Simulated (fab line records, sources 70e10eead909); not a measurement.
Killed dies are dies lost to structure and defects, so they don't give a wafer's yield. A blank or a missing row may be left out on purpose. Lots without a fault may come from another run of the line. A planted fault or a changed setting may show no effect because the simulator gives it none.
Chamber matching | flow nand_harc | NHARC_P_M2_DESCUM_14 on rie_diel-09: 4 sister chambers
The step chemistry O2, time 3 s. 4 wafers are shown with their chamber, then 12 later ones without.

WAFERS WITH THEIR CHAMBER
wafer  | chamber | drypump_motor_current_A (A)
L087.4 | 0       | 5.3
L091.4 | 3       | 5.8
L091.5 | 1       | 6.4
L091.6 | 2       | 5.5

WAFERS WITHOUT THEIR CHAMBER
wafer  | drypump_motor_current_A (A)
L093.2 | 5.5
L093.3 | 5.8
L093.4 | 5.3
L093.1 | 6.4
L093.5 | 5.8
L093.6 | 5.5
L094.1 | 5.8
L094.2 | 6.4
L094.5 | 6.4
L096.1 | 5.7
L096.2 | 6.4
L096.6 | 5.3

WHICH CHAMBER EACH WENT THROUGH
wafer  | from the rows above | in truth
L093.2 | 2                   | 2
L093.3 | 3                   | 3
L093.4 | 0                   | 0
L093.1 | 1                   | 1
L093.5 | 3                   | 3
L093.6 | 2                   | 2
L094.1 | 3                   | 3
L094.2 | 1                   | 1
L094.5 | 1                   | 1
L096.1 | 3                   | 3
L096.2 | 1                   | 1
L096.6 | 0                   | 0
Placed correctly: 12 of 12. Can't be placed from these rows: 0. Placed wrongly: 0.
How it was worked out, from the rows above alone: a wafer's distance from a chamber is the root of the sum, over the readings, of the square of ((its reading less the chamber's mean) divided by the reading's scatter). The wafer belongs to the nearest chamber; if the next one is less than 2 further off, it can't be placed. A chamber's mean is the mean of its shown wafers. The scatter: with one shown wafer a chamber, the root of the mean of the squares of how far each hidden wafer lies from its nearest shown one.
